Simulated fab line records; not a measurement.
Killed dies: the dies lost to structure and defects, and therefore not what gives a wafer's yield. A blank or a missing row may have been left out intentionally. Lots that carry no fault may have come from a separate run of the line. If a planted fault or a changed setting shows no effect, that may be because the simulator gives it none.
2 desks, one fault | flow nandHarc | each desk has only its own numbers; what lay behind them comes last

THE TOOL OWNER'S DESK: krfScanner-02
The tool's own readings at NHARC_P_GATE_EXPOSE_56 (exposes mask P PSD, target cd 720 nm): means of the sampled wafers that have a number, for each lot that ran on this tool. Marked OUT: a lot whose mean sits more than 4 standard deviations from the usual mean, which makes it out of limits; the brackets give that distance.
Columns: A = exposureDoseMJCm2 at NHARC_P_GATE_EXPOSE_56, usual 14.813
lot  | first seen here | A
L606 | day 7 19:50     | 11.241 (-99 or more) OUT
L607 | day 8 13:30     | 11.224 (-99 or more) OUT
Finding of this desk: L606, L607 out of limits; the first was L606 at day 7 19:50, on exposureDoseMJCm2 at NHARC_P_GATE_EXPOSE_56. In limits: none.

THE METROLOGY DESK
Means of the sampled wafers that have a number, per lot and without regard to the tool the lot ran on: this is what the gauges read. Marked OUT: a lot whose mean sits more than 4 standard deviations from the usual mean, which makes it out of limits; the brackets give that distance.
Columns: A = cdNm at NHARC_P_GATE_CD_MEAS_59, usual 719.7 nm
lot  | first seen here | A
L596 | day 5 07:46     | 719.5
L599 | day 6 01:46     | 720.1
L601 | day 6 20:23     | 722.3
L606 | day 7 19:59     | 672.4 (-30) OUT
L607 | day 8 13:39     | 671.7 (-30) OUT
L611 | day 8 23:49     | 721.9
L614 | day 9 19:35     | 719.7
L615 | day 10 01:19    | 720.7
L616 | day 10 01:47    | 719.3
L617 | day 10 12:31    | 718.5
Finding of this desk: L606, L607 out of limits; the first was L606 at day 7 19:59, on cdNm at NHARC_P_GATE_CD_MEAS_59. L596, L599, L601, L611, L614, L615, L616, L617: within limits.

PUT TOGETHER
At day 7 19:50, on L606, L607, the tool owner's desk was in a position to raise an alarm.
The metrology desk could have raised an alarm at day 7 19:59, on L606, L607.
Of the lots named, all ran NHARC_P_GATE_EXPOSE_56 on krfScanner-02.

WHAT THE SIMULATOR HAD INSERTED
Drift in process parameters on krfScanner-02 at NHARC_P_GATE_EXPOSE_56, starting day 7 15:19. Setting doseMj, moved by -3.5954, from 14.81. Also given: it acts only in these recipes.
Struck lots among those shown: L606, L607.
Delay (hours) between the fault's onset and each desk's first out-of-limits reading: 5 at the tool owner's desk, 5 at the metrology desk.
